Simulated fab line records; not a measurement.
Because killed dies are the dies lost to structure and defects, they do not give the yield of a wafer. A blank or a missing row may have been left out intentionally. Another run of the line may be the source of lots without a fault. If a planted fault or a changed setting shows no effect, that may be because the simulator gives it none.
Lot-split experiment -- flow n5Finfet -- 7 lots, 21 wafers read, on a route of 1938 steps

## ON THE SPLIT
At N5_GATE_CUT_DESCUM_18 (chemistry O2, time 7 s), the setting timeS was moved away from the recipe's 7 s on 5 of the 21 wafers read, by -19.1% to +16.6%. This setting was run at the recipe's value on the other wafers.

Reading taken at the split's own step.

## THE READING
CAR-EUV_of_GATE_CUT_COAT_07.thkNm (the simulator's own value, which no gauge read), in nm, at N5_GATE_CUT_DESCUM_18 (chemistry O2, time 7 s). The file gives no usual value for it. Across the 16 wafers here that went through the recipe, the average is 26.1 nm and the standard deviation 0.1 nm.

wafer,"tool, chamber at the split","timeS as run, s",against the recipe,"CAR-EUV_of_GATE_CUT_COAT_07.thkNm, nm",against lot-mates on the recipe
L074.1,"rieDiel-03, 2,0",7,recipe,26,-
L074.3,"rieDiel-03, 2,0",7,recipe,26,-
L074.5,"rieDiel-03, 2",5.936,-15.2%,26.4,+0.4
L077.3,"rieDiel-01, 0",7,recipe,26.2,-
L077.4,"rieDiel-01, 3",7,recipe,26,-
L077.5,"rieDiel-01, 0",8.162,+16.6%,25.6,-0.5
L081.3,"rieDiel-05, 1,2",7,recipe,26.2,-
L081.5,"rieDiel-05, 1,2",7,recipe,26.2,-
L081.6,"rieDiel-05, 3",7,recipe,26,-
L085.3,"rieDiel-01, 2",7,recipe,26,-
L085.4,"rieDiel-01, 3,2",7,recipe,26.2,-
L085.5,"rieDiel-01, 3,2",7,recipe,26.2,-
L089.1,"rieDiel-05, 3",7.66,+9.4%,25.6,-0.5
L089.3,"rieDiel-05, 2",7,recipe,26.2,-
L089.5,"rieDiel-05, 0",7,recipe,26,-
L093.2,"rieDiel-03, 2",7,recipe,26.2,-
L093.5,"rieDiel-03, 0",5.665,-19.1%,26.8,+0.6
L093.6,"rieDiel-03, 1",5.665,-19.1%,26.6,+0.4
L096.1,"rieDiel-03, 2",7,recipe,26.2,-
L096.2,"rieDiel-03, 3",7,recipe,26,-
L096.5,"rieDiel-03, 3",7,recipe,26,-
Where a row lists several chambers, the file gives one row for several wafers and doesn't say which wafer went through which chamber.

THE FIT
A straight line over all 21 wafers: CAR-EUV_of_GATE_CUT_COAT_07.thkNm changes by -0.0309 nm for each +1% of timeS; r = -0.91; the points scatter about the line by 0.11 nm.
The same after taking each lot's own level away (the mean of its wafers on the recipe; 21 wafers): -0.0292 nm for each +1%; r = -0.92; scatter 0.1 nm.
On that fit, the largest move of timeS shifts the reading by 0.56 nm.
Measured against the standard deviation above, the lots' own levels, which go from 26.00 to 26.20 nm, span 2.0 times it.
Consequently the slope shifts little with the lot-to-lot level, the two slopes agreeing.
Check: with one of the wafers moved furthest among these (-19.1%) left out of the fit, the line predicts +0.513 nm for it against its lot-mates. Against them it came out at +0.6 nm.

## OTHER SPLITS APPLIED TO THESE WAFERS
Before the reading, these wafers also passed through other splits. Each is held against what the fit with the lots' levels taken away leaves over:
other split on the same wafers,wafers away from the commonest value,r with CAR-EUV_of_GATE_CUT_COAT_07.thkNm (lot level and that fit taken away)
N5_SDB_COAT_05 spinRpm,4,-0.23
N5_HKMG_FIN_COAT_29 spinRpm,10,+0.27
N5_HKMG_FIN_ETCH_31 biasW,8,+0.32

## FILE'S OWN FIT
CAR-EUV_of_GATE_CUT_COAT_07.thkNm changes by -0.0298 nm for each +1% of timeS, r = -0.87.
